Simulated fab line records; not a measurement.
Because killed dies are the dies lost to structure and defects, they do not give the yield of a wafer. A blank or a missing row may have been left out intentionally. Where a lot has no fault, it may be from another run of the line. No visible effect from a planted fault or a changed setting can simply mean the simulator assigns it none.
Matching of chambers | flow n5 finfet | ald metal-01 running N5_HKMG_FIN_ALD_21: 4 sister chambers
The step deposits TiN, target thk 1.5 nm, pulse time 1 s, purge time 3 s. 8 wafers are shown with their chamber, then 7 later ones without.

WAFERS WITH THEIR CHAMBER
wafer  | chamber | heater power w (W) | precursor pulse height rel
L257.4 | 2       | 976                | 1.014
L262.2 | 0       | 847                | 1.020
L265.6 | 3       | 850                | 0.998
L268.1 | 1       | 891                | 1.002
L268.4 | 0       | 838                | 1.003
L268.5 | 1       | 894                | 0.991
L271.3 | 2       | 981                | 1.015
L271.4 | 3       | 802                | 0.991

WAFERS WITHOUT THEIR CHAMBER
wafer  | heater power w (W) | precursor pulse height rel
L271.6 | 851                | 0.982
L278.2 | 882                | 0.988
L278.4 | 985                | 0.994
L278.6 | 815                | 0.979
L279.1 | 832                | 1.008
L279.2 | 997                | 0.981
L279.5 | 865                | 1.022

EACH ONE'S CHAMBER
wafer  | from the rows above          | in truth
L271.6 | can't be placed: 3 or 1 or 0 | 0
L278.2 | 1                            | 1
L278.4 | 2                            | 2
L278.6 | 3                            | 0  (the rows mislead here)
L279.1 | can't be placed: 0 or 3      | 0
L279.2 | can't be placed: 2 or 1      | 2
L279.5 | can't be placed: 0 or 1      | 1
Placed correctly: 2 of 7. Cannot be placed on the basis of these rows: 4; the candidates contain the true chamber in 4. 1 placed wrongly.
How it was worked out, from the rows above alone: a wafer's distance from a chamber is the root of the sum, over the readings, of the square of ((its reading less the chamber's mean) divided by the reading's scatter). If the next closest chamber is less than 2 further off than the closest, the wafer can't be placed; otherwise it belongs to the closest. A chamber's mean is the mean of its shown wafers. The scatter is the square root of a quotient: the sum, over the shown wafers, of each reading's squared deviation from its chamber's mean, divided by wafers minus chambers.
